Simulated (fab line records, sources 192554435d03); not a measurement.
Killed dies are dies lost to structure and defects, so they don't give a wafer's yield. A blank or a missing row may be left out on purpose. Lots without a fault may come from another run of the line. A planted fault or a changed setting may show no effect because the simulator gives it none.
Chamber matching | flow n5_finfet | N5_FIN_CUT_CUT_ETCH_26 on rie_diel-03: 4 sister chambers
The step etches SiNx in CH3F/O2, target depth 39 nm, time 55.7 s. 4 wafers are shown with their chamber, then 10 later ones without.

WAFERS WITH THEIR CHAMBER
wafer  | chamber | showerhead_plenum_p_Torr (Torr)
L085.5 | 0       | 1.96
L091.5 | 2       | 2.06
L092.1 | 3       | 2.09
L092.2 | 1       | 2.00

WAFERS WITHOUT THEIR CHAMBER
wafer  | showerhead_plenum_p_Torr (Torr)
L092.3 | 2.06
L094.2 | 2.08
L094.4 | 1.95
L094.5 | 2.00
L096.2 | 1.95
L096.3 | 2.00
L096.6 | 1.95
L097.1 | 1.95
L097.5 | 2.08
L097.6 | 1.95

WHICH CHAMBER EACH WENT THROUGH
wafer  | from the rows above     | in truth
L092.3 | 2                       | 2
L094.2 | can't be placed: 3 or 2 | 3
L094.4 | 0                       | 0
L094.5 | 1                       | 1
L096.2 | 0                       | 0
L096.3 | 1                       | 1
L096.6 | 0                       | 0
L097.1 | 0                       | 0
L097.5 | can't be placed: 3 or 2 | 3
L097.6 | 0                       | 0
Placed correctly: 8 of 10. Can't be placed from these rows: 2 (the true chamber is among the candidates in 2). Placed wrongly: 0.
How it was worked out, from the rows above alone: a wafer's distance from a chamber is the root of the sum, over the readings, of the square of ((its reading less the chamber's mean) divided by the reading's scatter). The wafer belongs to the nearest chamber; if the next one is less than 2 further off, it can't be placed. A chamber's mean is the mean of its shown wafers. The scatter: with one shown wafer a chamber, the root of the mean of the squares of how far each hidden wafer lies from its nearest shown one.
